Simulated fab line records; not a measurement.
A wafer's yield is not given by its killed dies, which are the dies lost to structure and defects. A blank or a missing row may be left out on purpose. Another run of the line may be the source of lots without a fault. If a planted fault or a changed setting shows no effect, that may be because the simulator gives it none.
fab line records / flow n5_finfet
record lots=6 wafers=16 last_day=21
route steps=1938 shown BEOL_M12@1640 PASSIVATION@1936
lots that met no fault: taken from a fault-free run of the same line
start_h: start of the lot's first displayed wafer, in hours after the record's first day / wait_h: how many hours have passed since the lot's step before this one / " unchanged from the row above / L1.1+2: a single row standing in for several wafers / - no value, or no start was given / * or withheld: withheld / < > ~ a bound
route shown NAME@n: NAME is a module with steps in the file, n the number in the route of the first one / usual: mean/standard deviation of fault-free wafers / same: alike in all rows / chamber/n: place in a boat / sites: per-site readings / _std_site: standard deviation of those values / _edge_site: mean of outer sites minus mean of inner sites / radius_mm: for every site, how far away it sits from the centre of the wafer / mask NAME#n: copy n / behind: tool/chamber where the wafer was last shaped / hold: why the lot was held/for how many hours/how that ended / device: transistor that didn't switch, given as n, p or np / end of line: the same wafers' tests at the end of the route / step lacking rows: just its recipe / killed: the dies lost at the first sort to structure and to defects; this is not the yield of the wafer / map: the dies of a wafer, with x for killed, . for not killed, _ for no die there
set.NAME: the setting that was run; set.NAME@STEP: the one run at that earlier step / model.NAME: the simulator's own value behind a step, which no gauge read
lots at some steps of the route; a table a step, a row a wafer
services: a tool's chamber out of use, with start hour (start_h, from the record's first day; less than 0 if before it), hours out, and reason
## steps
# step N5_BEOL_M12_STRIP_70
# recipe chemistry=C4F8/O2/Ar resist=SiARC rf_frequency_hz=6e+07
# step N5_BEOL_M12_OCD_MEAS_35
# usual trench_depth_nm=320/6.4
lot.wafer=L341.1 tool=ocd-02 chamber=- start_h=350.01 wait_h=0.0 trench_depth_nm=312
lot.wafer=L341.4 tool=ocd-02 chamber=- start_h=350.01 wait_h=0.0 trench_depth_nm=308
lot.wafer=L341.5 tool=ocd-02 chamber=- start_h=350.01 wait_h=0.0 trench_depth_nm=329
lot.wafer=L344.1 tool=ocd-02 chamber=- start_h=375.44 wait_h=0.0 trench_depth_nm=308
lot.wafer=L344.3 tool=ocd-02 chamber=- start_h=375.44 wait_h=0.0 trench_depth_nm=328
lot.wafer=L344.6 tool=ocd-02 chamber=- start_h=375.44 wait_h=0.0 trench_depth_nm=307
lot.wafer=L346.2 tool=ocd-02 chamber=- start_h=376.08 wait_h=0.0 trench_depth_nm=332
lot.wafer=L346.4 tool=ocd-02 chamber=- start_h=376.08 wait_h=0.0 trench_depth_nm=314
lot.wafer=L346.5 tool=ocd-02 chamber=- start_h=376.08 wait_h=0.0 trench_depth_nm=317
lot.wafer=L349.1 tool=ocd-01 chamber=- start_h=379.26 wait_h=0.0 trench_depth_nm=317
lot.wafer=L349.2 tool=ocd-01 chamber=- start_h=379.26 wait_h=0.0 trench_depth_nm=329
lot.wafer=L355.2 tool=ocd-01 chamber=- start_h=411.01 wait_h=0.0 trench_depth_nm=321
lot.wafer=L355.3 tool=ocd-01 chamber=- start_h=411.01 wait_h=0.0 trench_depth_nm=312
lot.wafer=L360.2 tool=ocd-01 chamber=- start_h=458.70 wait_h=0.0 trench_depth_nm=317
lot.wafer=L360.3 tool=ocd-01 chamber=- start_h=458.70 wait_h=0.0 trench_depth_nm=327
lot.wafer=L360.4 tool=ocd-01 chamber=- start_h=458.70 wait_h=0.0 trench_depth_nm=324
# step N5_BEOL_M12_STRIP_37
# recipe chemistry=N2/H2 power_w=1000 temp_c=250 h2_frac=0.65 overash_fraction=0.3 pressure_mtorr=withheld n2_flow_sccm=1750 h2_flow_sccm=3250
# step N5_BEOL_M12_ETCH_38
# recipe chemistry=CF4/N2 target=SiCN target_depth_a=687 taper_deg=2 time_s=73.4 ion_energy_ev=150 mask_material=SiO2 pressure_mtorr=40 source_w=430 bias_w=70 Ar_flow_sccm=100 cf4_flow_sccm=60 n2_flow_sccm=60
# usual bias_w=70.00/0.21 cf4_flow_sccm=60.02/0.18 drypump_motor_current_A=5.9/0.39 oes_product_au=0.81/0.085 rf_vpp_V=382.9/1.7 showerhead_plenum_p_Torr=2.23/0.061 throttle_valve_pct=15.34/0.19
lot.wafer=L341.1 tool=rie_diel-01 chamber=2 start_h=350.17 wait_h=- bias_w=70.18 cf4_flow_sccm=60.29 drypump_motor_current_A=5.6 oes_product_au=0.70 rf_hours_counter_h=248 rf_vpp_V=381.9 showerhead_plenum_p_Torr=2.17 throttle_valve_pct=15.47
lot.wafer=L341.4 tool=rie_diel-01 chamber=3 start_h=350.17 wait_h=- bias_w=69.92 cf4_flow_sccm=60.06 drypump_motor_current_A=6.4 oes_product_au=0.66 rf_hours_counter_h=238 rf_vpp_V=383.3 showerhead_plenum_p_Torr=2.17 throttle_valve_pct=15.36
lot.wafer=L341.5 tool=rie_diel-01 chamber=3 start_h=350.17 wait_h=- bias_w=70.16 cf4_flow_sccm=60.16 drypump_motor_current_A=6.4 oes_product_au=0.67 rf_hours_counter_h=- rf_vpp_V=381.7 showerhead_plenum_p_Torr=2.16 throttle_valve_pct=15.35
lot.wafer=L344.1 tool=rie_diel-04 chamber=2 start_h=379.19 wait_h=- bias_w=69.34 cf4_flow_sccm=60.01 drypump_motor_current_A=5.7 oes_product_au=0.73 rf_hours_counter_h=170 rf_vpp_V=381.7 showerhead_plenum_p_Torr=2.20 throttle_valve_pct=15.42
lot.wafer=L344.3 tool=rie_diel-04 chamber=3 start_h=379.19 wait_h=- bias_w=69.93 cf4_flow_sccm=60.18 drypump_motor_current_A=5.6 oes_product_au=0.94 rf_hours_counter_h=25 rf_vpp_V=382.1 showerhead_plenum_p_Torr=2.24 throttle_valve_pct=15.13
lot.wafer=L344.6 tool=rie_diel-04 chamber=0 start_h=379.19 wait_h=- bias_w=69.96 cf4_flow_sccm=59.97 drypump_motor_current_A=5.1 oes_product_au=0.87 rf_hours_counter_h=- rf_vpp_V=381.7 showerhead_plenum_p_Torr=2.15 throttle_valve_pct=15.33
lot.wafer=L346.2 tool=rie_diel-01 chamber=2 start_h=380.40 wait_h=- bias_w=70.05 cf4_flow_sccm=59.98 drypump_motor_current_A=5.6 oes_product_au=0.98 rf_hours_counter_h=2 rf_vpp_V=381.3 showerhead_plenum_p_Torr=2.17 throttle_valve_pct=15.03
lot.wafer=L346.4 tool=rie_diel-01 chamber=2 start_h=380.40 wait_h=- bias_w=70.03 cf4_flow_sccm=60.03 drypump_motor_current_A=5.5 oes_product_au=0.98 rf_hours_counter_h=- rf_vpp_V=380.6 showerhead_plenum_p_Torr=2.17 throttle_valve_pct=15.03
lot.wafer=L346.5 tool=rie_diel-01 chamber=0 start_h=380.40 wait_h=- bias_w=69.58 cf4_flow_sccm=59.98 drypump_motor_current_A=6.2 oes_product_au=0.74 rf_hours_counter_h=- rf_vpp_V=384.7 showerhead_plenum_p_Torr=2.31 throttle_valve_pct=15.55
lot.wafer=L349.1 tool=rie_diel-05 chamber=2 start_h=380.84 wait_h=- bias_w=69.71 cf4_flow_sccm=59.90 drypump_motor_current_A=5.8 oes_product_au=0.77 rf_hours_counter_h=124 rf_vpp_V=383.7 showerhead_plenum_p_Torr=2.21 throttle_valve_pct=15.38
lot.wafer=L349.2 tool=rie_diel-05 chamber=1 start_h=380.84 wait_h=- bias_w=70.17 cf4_flow_sccm=59.60 drypump_motor_current_A=6.2 oes_product_au=0.81 rf_hours_counter_h=98 rf_vpp_V=384.3 showerhead_plenum_p_Torr=2.31 throttle_valve_pct=15.56
lot.wafer=L355.2 tool=rie_diel-01 chamber=1 start_h=414.11 wait_h=- bias_w=70.21 cf4_flow_sccm=59.93 drypump_motor_current_A=5.9 oes_product_au=0.82 rf_hours_counter_h=68 rf_vpp_V=379.3 showerhead_plenum_p_Torr=2.14 throttle_valve_pct=15.39
lot.wafer=L355.3 tool=rie_diel-01 chamber=0 start_h=414.11 wait_h=- bias_w=70.03 cf4_flow_sccm=60.07 drypump_motor_current_A=6.2 oes_product_au=0.72 rf_hours_counter_h=178 rf_vpp_V=384.0 showerhead_plenum_p_Torr=2.30 throttle_valve_pct=15.58
lot.wafer=L360.2 tool=rie_diel-01 chamber=2 start_h=459.35 wait_h=- bias_w=69.87 cf4_flow_sccm=60.36 drypump_motor_current_A=5.6 oes_product_au=0.89 rf_hours_counter_h=37 rf_vpp_V=381.0 showerhead_plenum_p_Torr=2.16 throttle_valve_pct=15.09
lot.wafer=L360.3 tool=rie_diel-01 chamber=3 start_h=459.35 wait_h=- bias_w=69.78 cf4_flow_sccm=59.98 drypump_motor_current_A=6.4 oes_product_au=0.91 rf_hours_counter_h=17 rf_vpp_V=381.5 showerhead_plenum_p_Torr=2.15 throttle_valve_pct=14.95
lot.wafer=L360.4 tool=rie_diel-01 chamber=0 start_h=459.35 wait_h=- bias_w=69.88 cf4_flow_sccm=60.53 drypump_motor_current_A=6.2 oes_product_au=0.71 rf_hours_counter_h=195 rf_vpp_V=383.9 showerhead_plenum_p_Torr=2.29 throttle_valve_pct=15.60
# step N5_BEOL_M12_PRECLEAN_39
# recipe chemistry=residue_remover time_s=60 temp_c=40
# step N5_BEOL_M12_SRD_40
# recipe time_s=30 temp_c=23 rinse_liquid=diw dry=n2_spin spin_rpm=1500 dry_time_s=30
# step N5_BEOL_M12_DEGAS_41
# recipe ambient=vacuum temp_c=250 time_s=60
# usual heater_power_w=331/45
lot.wafer=L341.1 tool=pvd_sputter-03 chamber=- start_h=350.58 wait_h=0.2 heater_power_w=399
lot.wafer=L341.4 tool=pvd_sputter-03 chamber=- start_h=350.58 wait_h=0.2 heater_power_w=357
lot.wafer=L341.5 tool=pvd_sputter-03 chamber=- start_h=350.58 wait_h=0.2 heater_power_w=316
lot.wafer=L344.1 tool=pvd_sputter-03 chamber=- start_h=380.07 wait_h=0.7 heater_power_w=359
lot.wafer=L344.3 tool=pvd_sputter-03 chamber=- start_h=380.07 wait_h=0.7 heater_power_w=392
lot.wafer=L344.6 tool=pvd_sputter-03 chamber=- start_h=380.07 wait_h=0.7 heater_power_w=304
lot.wafer=L346.2 tool=pvd_sputter-03 chamber=- start_h=381.09 wait_h=0.5 heater_power_w=411
lot.wafer=L346.4 tool=pvd_sputter-03 chamber=- start_h=381.09 wait_h=0.5 heater_power_w=307
lot.wafer=L346.5 tool=pvd_sputter-03 chamber=- start_h=381.09 wait_h=0.5 heater_power_w=311
lot.wafer=L349.1 tool=pvd_sputter-02 chamber=- start_h=381.50 wait_h=0.5 heater_power_w=274
lot.wafer=L349.2 tool=pvd_sputter-02 chamber=- start_h=381.50 wait_h=0.5 heater_power_w=304
lot.wafer=L355.2 tool=pvd_sputter-03 chamber=- start_h=414.41 wait_h=0.1 heater_power_w=352
lot.wafer=L355.3 tool=pvd_sputter-03 chamber=- start_h=414.41 wait_h=0.1 heater_power_w=395
lot.wafer=L360.2 tool=pvd_sputter-02 chamber=- start_h=460.10 wait_h=0.6 heater_power_w=310
lot.wafer=L360.3 tool=pvd_sputter-02 chamber=- start_h=460.10 wait_h=0.6 heater_power_w=280
lot.wafer=L360.4 tool=pvd_sputter-02 chamber=- start_h=460.10 wait_h=0.6 heater_power_w=307
# step N5_BEOL_M12_PRE_CLEAN_42
# recipe gas=H2/He time_s=30 temp_c=250
# step N5_BEOL_M12_SPUTTER_43
# recipe material=TaN target_thk_a=150 temp_c=50 bias_v=168.6 power_w=15000 chamber_pressure_pa=0.12 time_s=24.19
# usual throttle_valve_pct=30.1/1.1
lot.wafer=L341.1 tool=pvd_sputter-03 chamber=- start_h=350.66 wait_h=0.0 throttle_valve_pct=30.0
lot.wafer=L341.4 tool=pvd_sputter-03 chamber=- start_h=350.66 wait_h=0.0 throttle_valve_pct=32.1
lot.wafer=L341.5 tool=pvd_sputter-03 chamber=- start_h=350.66 wait_h=0.0 throttle_valve_pct=29.0
lot.wafer=L344.1 tool=pvd_sputter-03 chamber=- start_h=380.15 wait_h=0.0 throttle_valve_pct=32.0
lot.wafer=L344.3 tool=pvd_sputter-03 chamber=- start_h=380.15 wait_h=0.0 throttle_valve_pct=29.9
lot.wafer=L344.6 tool=pvd_sputter-03 chamber=- start_h=380.15 wait_h=0.0 throttle_valve_pct=28.4
lot.wafer=L346.2 tool=pvd_sputter-03 chamber=- start_h=381.17 wait_h=0.0 throttle_valve_pct=30.3
lot.wafer=L346.4 tool=pvd_sputter-03 chamber=- start_h=381.17 wait_h=0.0 throttle_valve_pct=29.2
lot.wafer=L346.5 tool=pvd_sputter-03 chamber=- start_h=381.17 wait_h=0.0 throttle_valve_pct=28.9
lot.wafer=L349.1 tool=pvd_sputter-02 chamber=- start_h=381.58 wait_h=0.0 throttle_valve_pct=28.9
lot.wafer=L349.2 tool=pvd_sputter-02 chamber=- start_h=381.58 wait_h=0.0 throttle_valve_pct=30.5
lot.wafer=L355.2 tool=pvd_sputter-03 chamber=- start_h=414.49 wait_h=0.0 throttle_valve_pct=31.9
lot.wafer=L355.3 tool=pvd_sputter-03 chamber=- start_h=414.49 wait_h=0.0 throttle_valve_pct=29.8
lot.wafer=L360.2 tool=pvd_sputter-02 chamber=- start_h=460.18 wait_h=0.0 throttle_valve_pct=30.4
lot.wafer=L360.3 tool=pvd_sputter-02 chamber=- start_h=460.18 wait_h=0.0 throttle_valve_pct=28.9
lot.wafer=L360.4 tool=pvd_sputter-02 chamber=- start_h=460.18 wait_h=0.0 throttle_valve_pct=30.3
# step N5_BEOL_M12_SPUTTER_44
# recipe material=Ta target_thk_a=100 temp_c=50 bias_v=80 power_w=15000 chamber_pressure_pa=0.07 time_s=16.13
# usual throttle_valve_pct=30.1/1.2
lot.wafer=L341.1 tool=pvd_sputter-03 chamber=- start_h=350.74 wait_h=0.0 throttle_valve_pct=29.9
lot.wafer=L341.4 tool=pvd_sputter-03 chamber=- start_h=350.74 wait_h=0.0 throttle_valve_pct=32.3
lot.wafer=L341.5 tool=pvd_sputter-03 chamber=- start_h=350.74 wait_h=0.0 throttle_valve_pct=28.6
lot.wafer=L344.1 tool=pvd_sputter-03 chamber=- start_h=380.23 wait_h=0.0 throttle_valve_pct=32.1
lot.wafer=L344.3 tool=pvd_sputter-03 chamber=- start_h=380.23 wait_h=0.0 throttle_valve_pct=30.1
lot.wafer=L344.6 tool=pvd_sputter-03 chamber=- start_h=380.23 wait_h=0.0 throttle_valve_pct=28.6
lot.wafer=L346.2 tool=pvd_sputter-03 chamber=- start_h=381.25 wait_h=0.0 throttle_valve_pct=29.9
lot.wafer=L346.4 tool=pvd_sputter-03 chamber=- start_h=381.25 wait_h=0.0 throttle_valve_pct=28.9
lot.wafer=L346.5 tool=pvd_sputter-03 chamber=- start_h=381.25 wait_h=0.0 throttle_valve_pct=28.8
lot.wafer=L349.1 tool=pvd_sputter-02 chamber=- start_h=381.66 wait_h=0.0 throttle_valve_pct=29.0
lot.wafer=L349.2 tool=pvd_sputter-02 chamber=- start_h=381.66 wait_h=0.0 throttle_valve_pct=30.4
lot.wafer=L355.2 tool=pvd_sputter-03 chamber=- start_h=414.57 wait_h=0.0 throttle_valve_pct=31.9
lot.wafer=L355.3 tool=pvd_sputter-03 chamber=- start_h=414.57 wait_h=0.0 throttle_valve_pct=30.0
lot.wafer=L360.2 tool=pvd_sputter-02 chamber=- start_h=460.26 wait_h=0.0 throttle_valve_pct=30.4
lot.wafer=L360.3 tool=pvd_sputter-02 chamber=- start_h=460.26 wait_h=0.0 throttle_valve_pct=28.7
lot.wafer=L360.4 tool=pvd_sputter-02 chamber=- start_h=460.26 wait_h=0.0 throttle_valve_pct=30.4
# step N5_BEOL_M12_SPUTTER_45
# recipe material=Cu target_thk_a=800 temp_c=-20 bias_v=60 power_w=26000 chamber_pressure_pa=0.13 time_s=13.33
# usual throttle_valve_pct=30.1/1.1
lot.wafer=L341.1 tool=pvd_sputter-03 chamber=- start_h=350.82 wait_h=0.0 throttle_valve_pct=29.8
lot.wafer=L341.4 tool=pvd_sputter-03 chamber=- start_h=350.82 wait_h=0.0 throttle_valve_pct=32.3
lot.wafer=L341.5 tool=pvd_sputter-03 chamber=- start_h=350.82 wait_h=0.0 throttle_valve_pct=28.5
lot.wafer=L344.1 tool=pvd_sputter-03 chamber=- start_h=380.31 wait_h=0.0 throttle_valve_pct=31.9
lot.wafer=L344.3 tool=pvd_sputter-03 chamber=- start_h=380.31 wait_h=0.0 throttle_valve_pct=29.9
lot.wafer=L344.6 tool=pvd_sputter-03 chamber=- start_h=380.31 wait_h=0.0 throttle_valve_pct=28.3
lot.wafer=L346.2 tool=pvd_sputter-03 chamber=- start_h=381.33 wait_h=0.0 throttle_valve_pct=30.0
lot.wafer=L346.4 tool=pvd_sputter-03 chamber=- start_h=381.33 wait_h=0.0 throttle_valve_pct=29.0
lot.wafer=L346.5 tool=pvd_sputter-03 chamber=- start_h=381.33 wait_h=0.0 throttle_valve_pct=29.1
lot.wafer=L349.1 tool=pvd_sputter-02 chamber=- start_h=381.74 wait_h=0.0 throttle_valve_pct=29.0
lot.wafer=L349.2 tool=pvd_sputter-02 chamber=- start_h=381.74 wait_h=0.0 throttle_valve_pct=30.3
lot.wafer=L355.2 tool=pvd_sputter-03 chamber=- start_h=414.65 wait_h=0.0 throttle_valve_pct=32.0
lot.wafer=L355.3 tool=pvd_sputter-03 chamber=- start_h=414.65 wait_h=0.0 throttle_valve_pct=29.8
lot.wafer=L360.2 tool=pvd_sputter-02 chamber=- start_h=460.34 wait_h=0.0 throttle_valve_pct=30.5
lot.wafer=L360.3 tool=pvd_sputter-02 chamber=- start_h=460.34 wait_h=0.0 throttle_valve_pct=29.0
lot.wafer=L360.4 tool=pvd_sputter-02 chamber=- start_h=460.34 wait_h=0.0 throttle_valve_pct=30.4
# step N5_BEOL_M12_ECD_47
# recipe material=Cu target_thk_a=7200
# step N5_BEOL_M12_ANNEAL_48
# recipe temp_c=225 time_s=90 ambient=N2
# usual anneal_temp_c=224.97/0.15 anneal_temp_c_max=225.85/0.29 wafer_temp_C_max=225.83/0.23
lot.wafer=L341.1 tool=rtp_anneal-01 chamber=0 start_h=351.37 wait_h=0.4 anneal_temp_c=224.75 anneal_temp_c_max=226.31 wafer_temp_C_max=225.96
lot.wafer=L341.4 tool=rtp_anneal-01 chamber=0 start_h=351.37 wait_h=0.4 anneal_temp_c=224.90 anneal_temp_c_max=226.01 wafer_temp_C_max=225.92
lot.wafer=L341.5 tool=rtp_anneal-01 chamber=0 start_h=351.37 wait_h=0.4 anneal_temp_c=225.12 anneal_temp_c_max=226.16 wafer_temp_C_max=225.83
lot.wafer=L344.1 tool=rtp_anneal-01 chamber=- start_h=380.57 wait_h=0.1 anneal_temp_c=- anneal_temp_c_max=- wafer_temp_C_max=-
lot.wafer=L344.3 tool=rtp_anneal-01 chamber=- start_h=380.57 wait_h=0.1 anneal_temp_c=- anneal_temp_c_max=- wafer_temp_C_max=-
lot.wafer=L344.6 tool=rtp_anneal-01 chamber=- start_h=380.57 wait_h=0.1 anneal_temp_c=- anneal_temp_c_max=- wafer_temp_C_max=-
lot.wafer=L346.2 tool=rtp_anneal-02 chamber=- start_h=381.64 wait_h=0.1 anneal_temp_c=- anneal_temp_c_max=- wafer_temp_C_max=-
lot.wafer=L346.4 tool=rtp_anneal-02 chamber=- start_h=381.64 wait_h=0.1 anneal_temp_c=- anneal_temp_c_max=- wafer_temp_C_max=-
lot.wafer=L346.5 tool=rtp_anneal-02 chamber=- start_h=381.64 wait_h=0.1 anneal_temp_c=- anneal_temp_c_max=- wafer_temp_C_max=-
lot.wafer=L349.1 tool=rtp_anneal-01 chamber=0 start_h=382.41 wait_h=0.5 anneal_temp_c=224.97 anneal_temp_c_max=226.06 wafer_temp_C_max=225.97
lot.wafer=L349.2 tool=rtp_anneal-01 chamber=0 start_h=382.41 wait_h=0.5 anneal_temp_c=225.02 anneal_temp_c_max=226.21 wafer_temp_C_max=225.76
lot.wafer=L355.2 tool=rtp_anneal-02 chamber=0 start_h=415.22 wait_h=0.4 anneal_temp_c=224.95 anneal_temp_c_max=225.71 wafer_temp_C_max=226.18
lot.wafer=L355.3 tool=rtp_anneal-02 chamber=0 start_h=415.22 wait_h=0.4 anneal_temp_c=225.13 anneal_temp_c_max=225.88 wafer_temp_C_max=225.78
lot.wafer=L360.2 tool=rtp_anneal-02 chamber=0 start_h=460.64 wait_h=0.1 anneal_temp_c=225.18 anneal_temp_c_max=225.80 wafer_temp_C_max=226.02
lot.wafer=L360.3 tool=rtp_anneal-02 chamber=0 start_h=460.64 wait_h=0.1 anneal_temp_c=224.90 anneal_temp_c_max=225.51 wafer_temp_C_max=225.87
lot.wafer=L360.4 tool=rtp_anneal-02 chamber=0 start_h=460.64 wait_h=0.1 anneal_temp_c=225.08 anneal_temp_c_max=225.72 wafer_temp_C_max=225.39
# step N5_BEOL_M12_CMP_49
# recipe stop_on=SiOC t_overpolish_s=20.6 down_force_psi=1 platen_rpm=50 clearing_platen_down_force_psi=1.5 clearing_platen_rpm=50 post_cmp_clean=cu_alkaline target_thk_nm=320 clearing_platen_pad_velocity_m_s=0.99484 pad_velocity_m_s=0.99484
# step N5_PASSIVATION_PROBE_49
# usual defect_limited_yield=91.1/1.4 killed_at_M0_to_M3=34/9.6 killed_at_M4_up=15/5.3 killed_at_contacts=12/6.1 killed_at_front_end=40/11 killed_at_other=3.5/2.8 killed_dies=105/17 killed_open=70/12 killed_short=34/7.7 sort_bin_4_leakage=0.01/0.07 sort_bin_5_function=5.2/0.97 sort_bin_6_memory=3.4/0.62 sort_n_pass=1075/17 sort_yield_pct=91.1/1.4
# same gross_dies=1180 killed_at_back_side=0 sort_bin_8_speed[%]=0
lot.wafer=L341.1 tool=prober-01 chamber=- start_h=392.26 wait_h=0.0 defect_limited_yield[%]=90.9 killed_at_M0_to_M3=40 killed_at_M4_up=21 killed_at_contacts=19 killed_at_front_end=27 killed_at_other=0 killed_dies=107 killed_open=74 killed_short=32 sort_bin_4_leakage[%]=0 sort_bin_5_function[%]=5.7 sort_bin_6_memory[%]=3.0 sort_n_pass=1073 sort_yield_pct[%]=90.9
lot.wafer=L341.4 tool=prober-01 chamber=- start_h=392.41 wait_h=0.2 defect_limited_yield[%]=91.5 killed_at_M0_to_M3=29 killed_at_M4_up=10 killed_at_contacts=26 killed_at_front_end=35 killed_at_other=0 killed_dies=100 killed_open=64 killed_short=36 sort_bin_4_leakage[%]=0 sort_bin_5_function[%]=4.6 sort_bin_6_memory[%]=3.5 sort_n_pass=1080 sort_yield_pct[%]=91.5
lot.wafer=L341.5 tool=prober-01 chamber=- start_h=392.46 wait_h=0.2 defect_limited_yield[%]=89.1 killed_at_M0_to_M3=46 killed_at_M4_up=22 killed_at_contacts=12 killed_at_front_end=49 killed_at_other=0 killed_dies=129 killed_open=78 killed_short=50 sort_bin_4_leakage[%]=0 sort_bin_5_function[%]=6.9 sort_bin_6_memory[%]=3.8 sort_n_pass=1051 sort_yield_pct[%]=89.1
lot.wafer=L344.1 tool=prober-01 chamber=- start_h=412.19 wait_h=0.0 defect_limited_yield[%]=87.9 killed_at_M0_to_M3=53 killed_at_M4_up=7 killed_at_contacts=35 killed_at_front_end=44 killed_at_other=4 killed_dies=143 killed_open=85 killed_short=44 sort_bin_4_leakage[%]=0 sort_bin_5_function[%]=6.6 sort_bin_6_memory[%]=3.9 sort_n_pass=1037 sort_yield_pct[%]=87.9
lot.wafer=L344.3 tool=prober-01 chamber=- start_h=412.29 wait_h=0.1 defect_limited_yield[%]=89.1 killed_at_M0_to_M3=38 killed_at_M4_up=14 killed_at_contacts=15 killed_at_front_end=56 killed_at_other=6 killed_dies=129 killed_open=89 killed_short=40 sort_bin_4_leakage[%]=0 sort_bin_5_function[%]=6.4 sort_bin_6_memory[%]=4.1 sort_n_pass=1051 sort_yield_pct[%]=89.1
lot.wafer=L344.6 tool=prober-01 chamber=- start_h=412.44 wait_h=0.3 defect_limited_yield[%]=87.5 killed_at_M0_to_M3=43 killed_at_M4_up=29 killed_at_contacts=11 killed_at_front_end=63 killed_at_other=2 killed_dies=148 killed_open=95 killed_short=46 sort_bin_4_leakage[%]=0 sort_bin_5_function[%]=6.9 sort_bin_6_memory[%]=4.7 sort_n_pass=1032 sort_yield_pct[%]=87.5
# killed by level:class
L341.1 BEOL_M4:geometric_particle:open=16 MOL_CONTACT_COAG:geometric_particle:open=13 BEOL_M0_SAQP:geometric_particle:open=10 BEOL_M0_SAQP:geometric_particle:short=7 FIN_SAQP:geometric_particle:open=6 MOL_CONTACT_COAG:geometric_particle:short=6 BEOL_M1:geometric_particle:open=6 BEOL_M2:geometric_particle:open=6
L341.4 MOL_CONTACT_COAG:geometric_particle:open=18 STI_FIN_REVEAL:geometric_particle:open=12 BEOL_M3:geometric_particle:open=11 MOL_CONTACT_COAG:geometric_particle:short=8 BEOL_M0_SAQP:geometric_particle:short=8 FIN_SAQP:geometric_particle:open=4 FIN_SAQP:geometric_particle:short=4 BEOL_M0_SAQP:geometric_particle:open=4
L341.5 BEOL_M0_SAQP:geometric_particle:short=12 BEOL_M0_SAQP:geometric_particle:open=12 BEOL_M4:geometric_particle:open=12 STI_FIN_REVEAL:geometric_particle:open=11 MOL_CONTACT_COAG:geometric_particle:open=9 FIN_SAQP:geometric_particle:open=7 BEOL_M3:geometric_particle:open=6 STARTING-WAFER:geometric_particle:open=6
L344.1 MOL_CONTACT_COAG:geometric_particle:open=24 BEOL_M0_SAQP:geometric_particle:open=18 HKMG_FIN:area_etch=14 MOL_CONTACT_COAG:geometric_particle:short=11 BEOL_M0_SAQP:geometric_particle:short=9 BEOL_M3:geometric_particle:open=7 DUMMY_GATE:geometric_particle:open=6 FIN_SAQP:geometric_particle:open=5
L344.3 STI_FIN_REVEAL:geometric_particle:open=16 FIN_SAQP:geometric_particle:open=14 MOL_CONTACT_COAG:geometric_particle:open=14 BEOL_M0_SAQP:geometric_particle:open=13 BEOL_M0_SAQP:geometric_particle:short=12 FIN_SAQP:geometric_particle:short=6 BEOL_M4:geometric_particle:open=6 GATE_CUT:geometric_particle:short=5
L344.6 BEOL_M4:geometric_particle:open=18 BEOL_M0_SAQP:geometric_particle:short=14 STI_FIN_REVEAL:geometric_particle:open=12 BEOL_M1:geometric_particle:open=12 BEOL_M0_SAQP:geometric_particle:open=10 FIN_SAQP:geometric_particle:open=8 MOL_CONTACT_COAG:geometric_particle:open=7 HKMG_FIN:area_etch=7
## services
tool=rie_diel-04 chamber=2 start_h=339.41 hours=7.8 kind=repair
tool=rie_diel-01 chamber=2 start_h=354.43 hours=- kind=clean
tool=rie_diel-01 chamber=2 start_h=354.43 hours=- kind=consumable_replace:focus_ring
tool=rie_diel-01 chamber=2 start_h=354.43 hours=23.2 kind=scheduled_down
tool=rie_diel-01 chamber=2 start_h=354.43 hours=23.2 kind=vent_cycle
tool=rie_diel-05 chamber=0 start_h=359.21 hours=8.0 kind=repair
tool=rie_diel-01 chamber=3 start_h=377.91 hours=- kind=clean
tool=rie_diel-01 chamber=3 start_h=377.91 hours=- kind=consumable_replace:focus_ring
tool=rie_diel-01 chamber=3 start_h=377.91 hours=30.8 kind=scheduled_down
tool=rie_diel-01 chamber=3 start_h=377.91 hours=30.8 kind=vent_cycle
tool=pvd_sputter-02 chamber=- start_h=409.67 hours=7.3 kind=repair
tool=rie_diel-05 chamber=- start_h=410.63 hours=0.9 kind=repair
tool=rie_diel-01 chamber=3 start_h=432.33 hours=4.8 kind=repair
tool=rie_diel-05 chamber=1 start_h=452.35 hours=1.3 kind=repair
## key
first_sign step=N5_BEOL_M12_ANNEAL_48 reading=tool_record direction=missing
effect none on later readings
met_at N5_BEOL_M12_ANNEAL_48
struck_wafers L344.1,L344.3,L344.6,L346.2,L346.4,L346.5
baseline_loss step=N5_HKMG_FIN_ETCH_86 wafers=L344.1
onset_between 351.37 380.57
fault kind=skipped_step_whole tool=rtp_anneal-01,rtp_anneal-02 chamber=- onset_h=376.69 steps=N5_BEOL_M12_ANNEAL_48 scope=struck_lots_only
# baseline_loss: these wafers lose ten dies or more at that step, a loss of the line's own and not of a fault; the sort's usual values leave them out
